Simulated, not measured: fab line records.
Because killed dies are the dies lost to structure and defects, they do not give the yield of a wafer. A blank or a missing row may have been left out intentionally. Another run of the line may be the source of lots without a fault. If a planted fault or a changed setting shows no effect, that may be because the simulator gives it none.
Matching of chambers + flow nand harc + NHARC_A_CHANNEL_FILL_D1_CMP_10 on cmp-04: 4 sister chambers
The step polishes, target thk 150 nm. 16 wafers are shown with their chamber, then 8 later ones without.

== WAFERS WITH THEIR CHAMBER ==
| wafer  | chamber | motor current A (A) | time to endpoint s (s) | slurry flow ml min |
|--------|---------|---------------------|------------------------|--------------------|
| L078.1 | 3       | 10.4                | 14.2                   | 150.1              |
| L078.3 | 1       | 11.1                | 12.6                   | 149.7              |
| L078.6 | 2       | 12.8                | 14.3                   | 149.6              |
| L081.2 | 1       | 11.3                | 14.1                   | 149.7              |
| L081.3 | 0       | 13.6                | 16.9                   | 150.1              |
| L081.4 | 2       | 13.0                | 14.9                   | 149.8              |
| L082.1 | 3       | 10.9                | 15.7                   | 149.4              |
| L082.2 | 2       | 12.9                | 17.0                   | 150.1              |
| L082.4 | 1       | 11.0                | 15.8                   | 150.9              |
| L084.3 | 0       | 12.7                | 17.4                   | 150.7              |
| L084.4 | 3       | 10.3                | 15.2                   | 149.7              |
| L084.5 | 0       | 12.8                | 20.2                   | 150.5              |
| L091.1 | 0       | 12.9                | 18.5                   | 149.8              |
| L091.2 | 3       | 10.8                | 14.4                   | 150.1              |
| L091.6 | 1       | 10.5                | 16.6                   | 149.3              |
| L094.2 | 3       | 10.2                | 16.5                   | 150.8              |

SIGNATURES (averages over the wafers above)
| reading            | chamber 0 | chamber 1 | chamber 2 | chamber 3 | scatter within a chamber |
|--------------------|-----------|-----------|-----------|-----------|--------------------------|
| motor current A    | 13.000    | 10.975    | 12.900    | 10.520    | 0.323                    |
| time to endpoint s | 18.250    | 14.775    | 15.400    | 15.200    | 1.4                      |
| slurry flow ml min | 150.275   | 149.900   | 149.833   | 150.020   | 0.513                    |
Rule: distance of a wafer from a chamber = root of the sum over the readings of ((wafer's reading minus chamber's mean) / reading's scatter) squared. The wafer belongs to the nearest chamber; if the next one is less than 2 further off, it can't be placed. The scatter: take each reading less its chamber's mean, square it, sum over the shown wafers, divide by the number of wafers less the number of chambers, and take the root.

== WAFERS MISSING THEIR CHAMBER ==
| wafer  | motor current A (A) | time to endpoint s (s) | slurry flow ml min |
|--------|---------------------|------------------------|--------------------|
| L094.4 | 13.5                | 19.9                   | 150.7              |
| L094.6 | 11.9                | 17.3                   | 150.1              |
| L097.1 | 12.2                | 16.8                   | 150.5              |
| L097.2 | 13.5                | 18.7                   | 149.9              |
| L097.5 | 10.7                | 15.9                   | 149.9              |
| L095.1 | 10.7                | 13.3                   | 150.3              |
| L095.4 | 12.9                | 18.5                   | 150.5              |
| L095.6 | 13.0                | 16.6                   | 150.2              |

== WHICH CHAMBER EACH WENT THROUGH ==
| wafer  | from the rows above               | in truth |
|--------|-----------------------------------|----------|
| L094.4 | can't be placed: 0 or 2           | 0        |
| L094.6 | can't be placed: 1 or 2 or 0 or 3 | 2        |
| L097.1 | can't be placed: 2 or 0 or 1      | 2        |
| L097.2 | can't be placed: 0 or 2           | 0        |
| L097.5 | can't be placed: 3 or 1           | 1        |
| L095.1 | can't be placed: 1 or 3           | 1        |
| L095.4 | can't be placed: 0 or 2           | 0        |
| L095.6 | can't be placed: 2 or 0           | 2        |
0 of 8 placed correctly. From these rows, 8 cannot be placed; in 8 the true chamber is one of the candidates. 0 placed wrongly.
